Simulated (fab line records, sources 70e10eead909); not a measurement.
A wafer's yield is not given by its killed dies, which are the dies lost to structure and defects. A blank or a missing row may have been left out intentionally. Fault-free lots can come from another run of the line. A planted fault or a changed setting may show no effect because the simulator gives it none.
Check of tool commonality -- flow nandHarc -- Sample size 11 lots and 33 wafers

== WHY THIS WAS OPENED ==
Flagged at NHARC_END_SORT_01: reading killedAtPeriphery, on 1 of 11 lots. Wafers without a fault read 4.0, standard deviation 2.6.
Rule: a lot is flagged when every wafer of it that has a number lies more than 4 standard deviations from that mean, or none has a number. As for the other lots, they are considered sound.

lot,measured,on,"killedAtPeriphery, wafer by wafer",flag
L663,day 25 17:35,prober-01,2 1 5,
L661,day 25 18:26,prober-02,2 6 3,
L662,day 26 02:17,prober-01,3 2 8,
L665,day 27 00:02,prober-02,9 5 1,
L667,day 27 14:42,prober-01,3 2 6,
L668,day 27 18:27,prober-02,3 1 1,
L671,day 28 16:09,prober-01,3 1 1,
L674,day 29 22:45,prober-01,9 7 3,
L677,day 30 09:40,prober-02,632 623 616,FLAGGED
L676,day 30 17:33,prober-02,2 3 6,
L684,day 33 14:02,prober-01,4 3 1,
Flagged lots average 623.7: +619.7 relative to the usual, that is +99 or more standard deviations.

== LOT BY LOT: THE TOOL USED ==
The record holds 3 process steps before the reading, out of a route of 1302 steps. Each cell gives the tool, then ch followed by the chambers the sampled wafers passed through, then the start.
lot,flag,NHARC_P_ZERO_WELL_DESCUM_13,NHARC_P_ZERO_WELL_ETCH_62,NHARC_P_ZERO_WELL_EXPOSE_34
L663,,"rieDiel-09 ch 1,2, day 2 17:23","rieDiel-09 ch 0,1,2, day 2 20:01 or earlier","krfScanner-03 ch 0, day 2 20:01"
L661,,"rieDiel-12 ch 0,1,3, day 1 21:24","rieDiel-12 ch 1,2,3, day 1 23:49 or earlier","krfScanner-01 ch 0, day 1 23:49"
L662,,"rieDiel-09 ch 0,1, day 2 07:23","rieDiel-09 ch 0,2,3, day 2 10:04 or earlier","krfScanner-01 ch 0, day 2 10:04"
L665,,"rieDiel-12 ch 0,1,3, day 3 13:34","rieDiel-12 ch 0,3, day 3 16:10 or earlier","krfScanner-01 ch 0, day 3 16:10"
L667,,"rieDiel-09 ch 0,1, day 4 09:17","rieDiel-09 ch 0,2,3, day 4 11:50 or earlier","krfScanner-03 ch 0, day 4 11:50"
L668,,"rieDiel-09 ch 0,1, day 4 19:19","rieDiel-09 ch 0,3, day 4 22:08 or earlier","krfScanner-01 ch 0, day 4 22:08"
L671,,"rieDiel-02 ch 0,2,3, day 6 01:24","rieDiel-02 ch 1,2,3, day 6 04:07 or earlier","krfScanner-04 ch 0, day 6 04:07"
L674,,"rieDiel-09 ch 0,1,2, day 7 08:20","rieDiel-09 ch 0,1,3, day 7 11:02 or earlier","krfScanner-04 ch 0, day 7 11:02"
L677,FLAGGED,"rieDiel-02 ch 0,1,2, day 8 13:28","rieDiel-02 ch 0,1,2, day 8 16:07 or earlier","krfScanner-01 ch 0, day 8 16:07"
L676,,"rieDiel-09 ch 1,2,3, day 8 03:25","rieDiel-09 ch 0,2,3, day 8 06:05 or earlier","krfScanner-01 ch 0, day 8 06:05"
L684,,"rieDiel-02 ch 0,2,3, day 11 11:26","rieDiel-02 ch 1,2, day 11 14:13 or earlier","krfScanner-01 ch 0, day 11 14:13"
These steps, and what they do:
- NHARC_P_ZERO_WELL_DESCUM_13: chemistry O2, time 3 s.
- NHARC_P_ZERO_WELL_ETCH_62: etches the open film in CHF3/Ar, target depth 13 nm, time 6.5 s.
- NHARC_P_ZERO_WELL_EXPOSE_34: exposes mask P PWELL, target cd 720 nm.
- NHARC_END_SORT_01

== FLAGGED OVER TOTAL, TOOL BY TOOL (the gauges that took the reading come last) ==
step,tool,lots run,flagged,share of the flagged lots,sound lots run after its first flagged lot
NHARC_P_ZERO_WELL_DESCUM_13,rieDiel-02,3,1,all,1 (L684)
NHARC_P_ZERO_WELL_DESCUM_13,rieDiel-09,6,0,none,-
NHARC_P_ZERO_WELL_DESCUM_13,rieDiel-12,2,0,none,-
NHARC_P_ZERO_WELL_ETCH_62,rieDiel-02,3,1,all,1 (L684)
NHARC_P_ZERO_WELL_ETCH_62,rieDiel-09,6,0,none,-
NHARC_P_ZERO_WELL_ETCH_62,rieDiel-12,2,0,none,-
NHARC_P_ZERO_WELL_EXPOSE_34,krfScanner-01,7,1,all,1 (L684)
NHARC_P_ZERO_WELL_EXPOSE_34,krfScanner-03,2,0,none,-
NHARC_P_ZERO_WELL_EXPOSE_34,krfScanner-04,2,0,none,-
NHARC_END_SORT_01,prober-01,6,0,none,-
NHARC_END_SORT_01,prober-02,5,1,all,1 (L676)
Because NHARC_P_ZERO_WELL_ETCH_62 lacks a start for some lots, the hours and order of its lots are taken from NHARC_P_ZERO_WELL_EXPOSE_34.

== WHAT THE TABLE PERMITS ==
4 rows of the table ran every flagged lot: rieDiel-02 at NHARC_P_ZERO_WELL_DESCUM_13, rieDiel-02 at NHARC_P_ZERO_WELL_ETCH_62, krfScanner-01 at NHARC_P_ZERO_WELL_EXPOSE_34, prober-02 at NHARC_END_SORT_01.
- rieDiel-02 at NHARC_P_ZERO_WELL_DESCUM_13: 1 of its 3 lots flagged. Sound lots followed the first flagged one (L684) on it, something a lasting fault affecting the whole tool could not allow.
- rieDiel-02 at NHARC_P_ZERO_WELL_ETCH_62: 1 of its 3 lots flagged. Sound lots followed the first flagged one (L684) on it, something a lasting fault affecting the whole tool could not allow.
- krfScanner-01 at NHARC_P_ZERO_WELL_EXPOSE_34: 1 of its 7 lots flagged. Sound lots followed the first flagged one (L684) on it, something a lasting fault affecting the whole tool could not allow.
- prober-02 at NHARC_END_SORT_01: 1 of its 5 lots flagged. Sound lots followed the first flagged one (L676) on it, something a lasting fault affecting the whole tool could not allow.
There is no row in the table that ran each flagged lot and no sound lot after the first.

== WHAT WAS PUT IN BY THE SIMULATOR ==
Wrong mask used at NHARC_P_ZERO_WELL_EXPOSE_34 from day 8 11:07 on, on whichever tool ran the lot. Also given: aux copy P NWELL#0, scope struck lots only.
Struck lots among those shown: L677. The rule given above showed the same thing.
